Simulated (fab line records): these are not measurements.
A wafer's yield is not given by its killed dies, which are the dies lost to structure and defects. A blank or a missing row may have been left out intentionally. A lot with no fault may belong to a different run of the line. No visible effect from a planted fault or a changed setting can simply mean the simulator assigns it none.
Which tool did it?	flow nand_harc	24 lots with 72 wafers sampled at 6 steps, on a route of 1302 steps

WHAT THE GAUGES READ, wafer by wafer
No reading from a measuring or inspecting step in the record can be judged against a usual standard deviation.

WHAT TOOL EACH LOT RAN ON (gives the tool, then ch and the chambers of the sampled wafers, and finally the start)
lot	NHARC_A_CHANNEL_HOLE_D1_ETCH_21	NHARC_A_CHANNEL_FILL_D1_ALD_15	NHARC_A_CHANNEL_FILL_D1_CMP_10	NHARC_A_DECK1_JOINT_CMP_13	NHARC_A_DECK1_JOINT_CMP_02	NHARC_A_DECK1_JOINT_DEP_16
L074	har_etch-02 ch 0,1, day 8 08:40	ald_sin_batch-01 ch 0, day 10 16:44 or earlier	cmp-01 ch 0,1,3, day 10 16:44	cmp-01 ch 0,1, day 11 03:32	cmp-04 ch 1,3, day 12 04:08	pecvd-04 ch 0,1, day 12 04:34
L075	har_etch-02 ch 0,1, day 9 02:58	ald_sin_batch-01 ch 0, day 11 09:30 or earlier	cmp-01 ch 1,2,3, day 11 09:30	cmp-04 ch 0,1,2, day 11 20:13	cmp-04 ch 1,2,3, day 12 23:32	pecvd-02 ch 0,2, day 12 23:58
L076	har_etch-01 ch 0,1, day 9 10:20	ald_sin_batch-01 ch 0, day 11 16:38 or earlier	cmp-03 ch 0,1,3, day 11 16:38	cmp-04 ch 2,3, day 12 03:20	cmp-04 ch 0,1, day 13 02:18	pecvd-01 ch 0,1,2, day 13 02:46
L077	har_etch-02 ch 0,1, day 9 22:07	ald_sin_batch-02 ch 0, day 12 05:03 or earlier	cmp-02 ch 0,1,3, day 12 05:03	cmp-03 ch 1,2,3, day 12 15:48	cmp-04 ch 0,2,3, day 13 16:14	pecvd-01 ch 0,1, day 13 16:38
L078	har_etch-02 ch 0,1, day 10 06:07	ald_sin_batch-01 ch 0, day 12 10:53 or earlier	cmp-01 ch 0,1,3, day 12 10:53	cmp-03 ch 1,3, day 12 21:40	cmp-03 ch 0,3, day 14 00:49	pecvd-04 ch 0,1,2, day 14 01:14
L079	har_etch-02 ch 0, day 10 14:09	ald_sin_batch-03 ch 0, day 12 19:07 or earlier	cmp-03 ch 0,1,3, day 12 19:07	cmp-03 ch 1,3, day 13 05:56	cmp-03 ch 0,1,2, day 14 12:14	pecvd-01 ch 0,1,2, day 14 12:37
L080	har_etch-01 ch 0,1, day 10 20:34	ald_sin_batch-03 ch 0, day 13 01:22 or earlier	cmp-02 ch 0,1,3, day 13 01:22	cmp-04 ch 1,2,3, day 13 12:14	cmp-01 ch 0,1,3, day 14 11:51	pecvd-01 ch 0,1, day 14 12:11
L081	har_etch-02 ch 0,1, day 11 12:58	ald_sin_batch-03 ch 0, day 13 20:17 or earlier	cmp-01 ch 1,2,3, day 13 20:17	cmp-04 ch 0,1,2, day 14 06:57	cmp-01 ch 0,1,2, day 15 07:13	pecvd-01 ch 0,1, day 15 07:38
L082	har_etch-02 ch 1, day 12 03:38	ald_sin_batch-01 ch 0, day 14 09:07 or earlier	cmp-02 ch 1,3, day 14 09:07	cmp-01 ch 0,1,3, day 14 19:59	cmp-01 ch 1,2,3, day 15 22:13	pecvd-04 ch 0,1,2, day 15 22:33
L084	har_etch-01 ch 0,1, day 12 13:55	ald_sin_batch-01 ch 0, day 14 22:08 or earlier	cmp-03 ch 0,1, day 14 22:08	cmp-01 ch 1,2, day 15 13:16	cmp-01 ch 0,2,3, day 16 12:05	pecvd-04 ch 0,1,2, day 16 12:28
L083	har_etch-02 ch 0,1, day 12 14:26	ald_sin_batch-01 ch 0, day 14 22:11 or earlier	cmp-01 ch 0,2,3, day 14 22:11	cmp-03 ch 1,3, day 15 13:16	cmp-04 ch 0,1,3, day 16 12:12	pecvd-02 ch 0,1,2, day 16 12:36
L085	har_etch-01 ch 0, day 13 02:38	ald_sin_batch-03 ch 0, day 15 11:26 or earlier	cmp-03 ch 1,3, day 15 11:26	cmp-04 ch 0,2, day 15 22:12	cmp-03 ch 2,3, day 17 02:40	pecvd-02 ch 0,2, day 17 03:04
L086	har_etch-02 ch 0,1, day 13 11:05	ald_sin_batch-01 ch 0, day 15 18:09 or earlier	cmp-01 ch 0,2,3, day 15 18:09	cmp-04 ch 1,2,3, day 16 04:52	cmp-04 ch 0,2,3, day 17 02:40	pecvd-01 ch 0,1,2, day 17 03:07
L087	har_etch-01 ch 1, day 14 02:06	ald_sin_batch-01 ch 0, day 16 07:22 or earlier	cmp-02 ch 0,2,3, day 16 07:22	cmp-01 ch 0,2,3, day 16 17:59	cmp-01 ch 1,2,3, day 17 23:07	pecvd-01 ch 1,2, day 17 23:31
L089	har_etch-01 ch 0,1, day 14 13:41	ald_sin_batch-02 ch 0, day 16 18:40 or earlier	cmp-01 ch 2,3, day 16 18:40	cmp-04 ch 0,1, day 17 05:23	cmp-04 ch 0,2,3, day 18 06:44	pecvd-04 ch 0,1,2, day 18 07:09
L088	har_etch-02 ch 0,1, day 14 14:49	ald_sin_batch-02 ch 0, day 16 18:44 or earlier	cmp-03 ch 0,1,3, day 16 18:44	cmp-01 ch 1,2, day 17 05:26	cmp-03 ch 1,2,3, day 18 06:49	pecvd-04 ch 0,2, day 18 07:21
L090	har_etch-02 ch 0, day 15 08:45	ald_sin_batch-03 ch 0, day 17 19:31 or earlier	cmp-01 ch 0,1,2, day 17 19:31	cmp-01 ch 0,1,2, day 18 06:19	cmp-03 ch 0,1,3, day 19 06:22	pecvd-01 ch 0,2, day 19 06:50
L091	har_etch-02 ch 0,1, day 15 16:42	ald_sin_batch-03 ch 0, day 17 22:22 or earlier	cmp-01 ch 0,1,2, day 17 22:22	cmp-03 ch 1,3, day 18 08:54	cmp-04 ch 0,2, day 19 06:20	pecvd-02 ch 0,1, day 19 06:47
L092	har_etch-01 ch 0,1, day 16 06:15	ald_sin_batch-01 ch 0, day 18 11:46 or earlier	cmp-02 ch 0,2,3, day 18 11:46	cmp-04 ch 0,1, day 19 00:14	cmp-04 ch 0,3, day 19 21:35	pecvd-02 ch 0,1,2, day 19 22:05
L094	har_etch-02 ch 0,1, day 16 12:58	ald_sin_batch-01 ch 0, day 18 20:35 or earlier	cmp-03 ch 0,2,3, day 18 20:35	cmp-01 ch 0,1,2, day 19 07:17	cmp-01 ch 0,1,3, day 20 04:46	pecvd-01 ch 1,2, day 20 05:11
L093	har_etch-01 ch 0,1, day 16 14:08	ald_sin_batch-01 ch 0, day 18 20:38 or earlier	cmp-01 ch 0,2,3, day 18 20:38	cmp-04 ch 0,1,3, day 19 07:22	cmp-04 ch 1,2,3, day 20 04:49	pecvd-02 ch 0,1,2, day 20 05:15
L095	har_etch-02 ch 0,1, day 17 14:37	ald_sin_batch-01 ch 0, day 19 19:41 or earlier	cmp-02 ch 1,2,3, day 19 19:41	cmp-03 ch 0,3, day 20 06:21	cmp-03 ch 0,2,3, day 21 04:01	pecvd-01 ch 1,2, day 21 04:25
L096	har_etch-01 ch 0,1, day 17 15:46	ald_sin_batch-01 ch 0, day 19 19:43 or earlier	cmp-01 ch 0,1,2, day 19 19:43	cmp-01 ch 0,1,2, day 20 06:24	cmp-04 ch 1,2,3, day 21 04:03	pecvd-04 ch 1,2, day 21 04:27
L097	har_etch-02 ch 0,1, day 18 03:28	ald_sin_batch-03 ch 0, day 20 11:08 or earlier	cmp-01 ch 0,1, day 20 11:08	cmp-03 ch 0,1,2, day 20 21:58	cmp-03 ch 1,2, day 22 03:25	pecvd-02 ch 1,2, day 22 03:49
- NHARC_A_CHANNEL_HOLE_D1_ETCH_21: etches the open film in C4F8/O2/Ar, time 514.3 s, target depth 1600 nm.
- NHARC_A_CHANNEL_FILL_D1_ALD_15: deposits SiNx, target thk 2 nm, pulse time 60 s, ald cycles 19.
- NHARC_A_CHANNEL_FILL_D1_CMP_10: polishes, target thk 150 nm.
- NHARC_A_DECK1_JOINT_CMP_13: polishes, target thk 51.023 nm.
- NHARC_A_DECK1_JOINT_CMP_02: polishes SiOx.
- NHARC_A_DECK1_JOINT_DEP_16: deposits SiO2, target thk 45 nm.

AS READ BY THE TOOLS THEMSELVES (means over the sampled wafers that have a number; for cases with no such wafer, the mark the record gives instead)
NHARC_A_CHANNEL_HOLE_D1_ETCH_21. Usual: drypump_motor_current_A 5.8 A, standard deviation 0.55; he_backside_leak_sccm 6.1 sccm, standard deviation 0.63; oes_air_line_au 0.999 a.u., standard deviation 0.021; showerhead_plenum_p_Torr 3.62 Torr, standard deviation 0.12; temp_c -20.00 C, standard deviation 0.11; throttle_valve_pct 32.155 %, standard deviation 0.0079.
lot	tool	drypump_motor_current_A (A)	he_backside_leak_sccm (sccm)	oes_air_line_au (a.u.)	showerhead_plenum_p_Torr (Torr)	temp_c (C)	throttle_valve_pct (%)	flag
L074	har_etch-02	6.3	6.1	1.012	3.63	-19.93	32.161	
L075	har_etch-02	6.2	6.1	1.008	3.58	-19.99	32.155	
L076	har_etch-01	5.1	6.1	1.010	3.67	-19.98	32.160	
L077	har_etch-02	6.3	6.6	1.011	3.62	-19.95	32.157	
L078	har_etch-02	6.1	6.3	0.995	3.57	-19.89	32.151	
L079	har_etch-02	6.4	6.7	0.955	3.65	-19.98	32.157	
L080	har_etch-01	5.1	5.5	1.002	3.66	-20.03	32.153	
L081	har_etch-02	6.1	6.2	0.993	3.56	-20.13	32.152	
L082	har_etch-02	6.1	6.1	0.983	3.51	-19.95	32.154	
L084	har_etch-01	5.1	5.5	0.979	3.65	-19.99	32.150	
L083	har_etch-02	6.3	6.6	0.995	3.60	-19.96	32.160	
L085	har_etch-01	5.2	5.9	0.996	3.53	-20.04	32.161	
L086	har_etch-02	6.3	6.6	1.005	3.59	-19.95	32.156	
L087	har_etch-01	5.1	5.2	1.004	3.70	-20.00	32.159	
L089	har_etch-01	5.1	5.8	0.984	3.63	-20.01	32.150	
L088	har_etch-02	6.3	6.8	1.010	3.58	-20.01	32.156	
L090	har_etch-02	6.4	6.9	0.999	3.62	-20.14	32.145	
L091	har_etch-02	6.3	6.9	1.007	3.57	-20.02	32.149	
L092	har_etch-01	5.1	6.1	1.005	3.57	-20.07	32.157	
L094	har_etch-02	6.3	6.7	1.020	3.57	-20.00	32.154	
L093	har_etch-01	5.1	5.7	0.978	3.61	-20.09	32.156	
L095	har_etch-02	6.2	5.0	1.033	3.93	-19.90	32.157	
L096	har_etch-01	5.1	5.7	1.020	3.61	-19.93	32.151	
L097	har_etch-02	6.1	5.3	0.989	3.92	-20.13	32.153	

NHARC_A_CHANNEL_FILL_D1_ALD_15. Usual: precursor_pulse_height_rel reads 1.000 (standard deviation 0.022).
lot	tool	precursor_pulse_height_rel	flag
L074	ald_sin_batch-01	1.016	
L075	ald_sin_batch-01	0.973	
L076	ald_sin_batch-01	0.996	
L077	ald_sin_batch-02	0.990	
L078	ald_sin_batch-01	1.010	
L079	ald_sin_batch-03	0.978	
L080	ald_sin_batch-03	1.022	
L081	ald_sin_batch-03	1.015	
L082	ald_sin_batch-01	1.001	
L084	ald_sin_batch-01	0.993	
L083	ald_sin_batch-01	1.022	
L085	ald_sin_batch-03	1.017	
L086	ald_sin_batch-01	0.998	
L087	ald_sin_batch-01	1.019	
L089	ald_sin_batch-02	0.999	
L088	ald_sin_batch-02	1.018	
L090	ald_sin_batch-03	1.009	
L091	ald_sin_batch-03	0.999	
L092	ald_sin_batch-01	0.994	
L094	ald_sin_batch-01	1.013	
L093	ald_sin_batch-01	1.004	
L095	ald_sin_batch-01	1.006	
L096	ald_sin_batch-01	1.005	
L097	ald_sin_batch-03	0.998	

NHARC_A_CHANNEL_FILL_D1_CMP_10. Usual: motor_current_A 12.3 A, standard deviation 0.83; time_to_endpoint_s 14.8 s, standard deviation 2.
lot	tool	motor_current_A (A)	time_to_endpoint_s (s)	flag
L074	cmp-01	12.0	16.9	
L075	cmp-01	12.2	15.4	
L076	cmp-03	12.0	15.1	
L077	cmp-02	12.0	15.8	
L078	cmp-01	11.8	15.2	
L079	cmp-03	12.5	15.8	
L080	cmp-02	12.5	14.2	
L081	cmp-01	12.4	14.9	
L082	cmp-02	12.1	16.2	
L084	cmp-03	12.9	18.2	
L083	cmp-01	12.1	14.4	
L085	cmp-03	12.0	12.0	
L086	cmp-01	11.8	17.7	
L087	cmp-02	12.6	14.3	
L089	cmp-01	11.5	15.8	
L088	cmp-03	12.4	11.7	
L090	cmp-01	13.0	13.1	
L091	cmp-01	12.7	13.3	
L092	cmp-02	12.3	14.0	
L094	cmp-03	11.8	15.3	
L093	cmp-01	12.1	14.8	
L095	cmp-02	12.1	14.7	
L096	cmp-01	12.8	15.4	
L097	cmp-01	12.5	12.4	

NHARC_A_DECK1_JOINT_CMP_13. Usual: motor_current_A 12.1 A, standard deviation 0.85; time_to_endpoint_s 8.6 s, standard deviation 2.2.
lot	tool	motor_current_A (A)	time_to_endpoint_s (s)	flag
L074	cmp-01	12.6	8.6	
L075	cmp-04	11.0	5.7	
L076	cmp-04	12.0	8.7	
L077	cmp-03	12.0	10.9	
L078	cmp-03	11.9	9.4	
L079	cmp-03	12.7	10.2	
L080	cmp-04	11.9	7.6	
L081	cmp-04	11.2	5.9	
L082	cmp-01	11.7	9.0	
L084	cmp-01	12.5	12.0	
L083	cmp-03	12.3	7.8	
L085	cmp-04	11.1	6.2	
L086	cmp-04	12.1	8.9	
L087	cmp-01	12.1	10.5	
L089	cmp-04	11.5	11.5	
L088	cmp-01	12.6	8.8	
L090	cmp-01	12.7	8.8	
L091	cmp-03	12.2	9.4	
L092	cmp-04	11.6	5.4	
L094	cmp-01	12.4	7.2	
L093	cmp-04	11.9	4.9	
L095	cmp-03	12.1	7.9	
L096	cmp-01	12.4	9.5	
L097	cmp-03	12.6	10.0	

NHARC_A_DECK1_JOINT_CMP_02. Usual: motor_current_A reads 12.1 A (standard deviation 0.85).
lot	tool	motor_current_A (A)	flag
L074	cmp-04	12.4	
L075	cmp-04	12.2	
L076	cmp-04	11.8	
L077	cmp-04	12.0	
L078	cmp-03	12.2	
L079	cmp-03	12.9	
L080	cmp-01	11.8	
L081	cmp-01	13.2	
L082	cmp-01	12.0	
L084	cmp-01	12.2	
L083	cmp-04	12.4	
L085	cmp-03	11.8	
L086	cmp-04	11.8	
L087	cmp-01	12.1	
L089	cmp-04	11.8	
L088	cmp-03	12.1	
L090	cmp-03	12.2	
L091	cmp-04	11.5	
L092	cmp-04	12.7	
L094	cmp-01	12.5	
L093	cmp-04	11.6	
L095	cmp-03	12.4	
L096	cmp-04	11.7	
L097	cmp-03	12.9	

NHARC_A_DECK1_JOINT_DEP_16. Usual: heater_power_w 495 W, standard deviation 63; throttle_valve_pct 16.1 %, standard deviation 0.43.
lot	tool	heater_power_w (W)	throttle_valve_pct (%)	flag
L074	pecvd-04	430	16.1	
L075	pecvd-02	539	16.0	
L076	pecvd-01	514	16.4	
L077	pecvd-01	447	16.3	
L078	pecvd-04	494	16.1	
L079	pecvd-01	455	16.0	
L080	pecvd-01	487	16.1	
L081	pecvd-01	493	15.8	
L082	pecvd-04	475	16.1	
L084	pecvd-04	441	16.1	
L083	pecvd-02	554	16.0	
L085	pecvd-02	537	16.1	
L086	pecvd-01	472	16.3	
L087	pecvd-01	474	16.0	
L089	pecvd-04	469	16.3	
L088	pecvd-04	448	16.4	
L090	pecvd-01	454	16.8	
L091	pecvd-02	568	15.8	
L092	pecvd-02	540	16.0	
L094	pecvd-01	459	16.0	
L093	pecvd-02	519	15.9	
L095	pecvd-01	475	15.9	
L096	pecvd-04	519	15.4	
L097	pecvd-02	583	15.8	

THE ANSWER, worked out from the rows above alone
Rule: a lot counts as off when the mean over its wafers that have a number is more than 3 standard deviations away from the usual mean. A lot without any number at a reading at which 4 lots or more have one is off too. The other lots that the step has rows for count as sound. The gauges are gone through in route order, then the tools' own readings, and for those a lot's mean is taken as printed above. The first step at which some lot is off is used, and at that step the reading that is off furthest; a lot without a number counts as furthest.
Nothing can be told from this: no lot is off at any reading shown.

WHAT THE SIMULATOR HAD PUT IN
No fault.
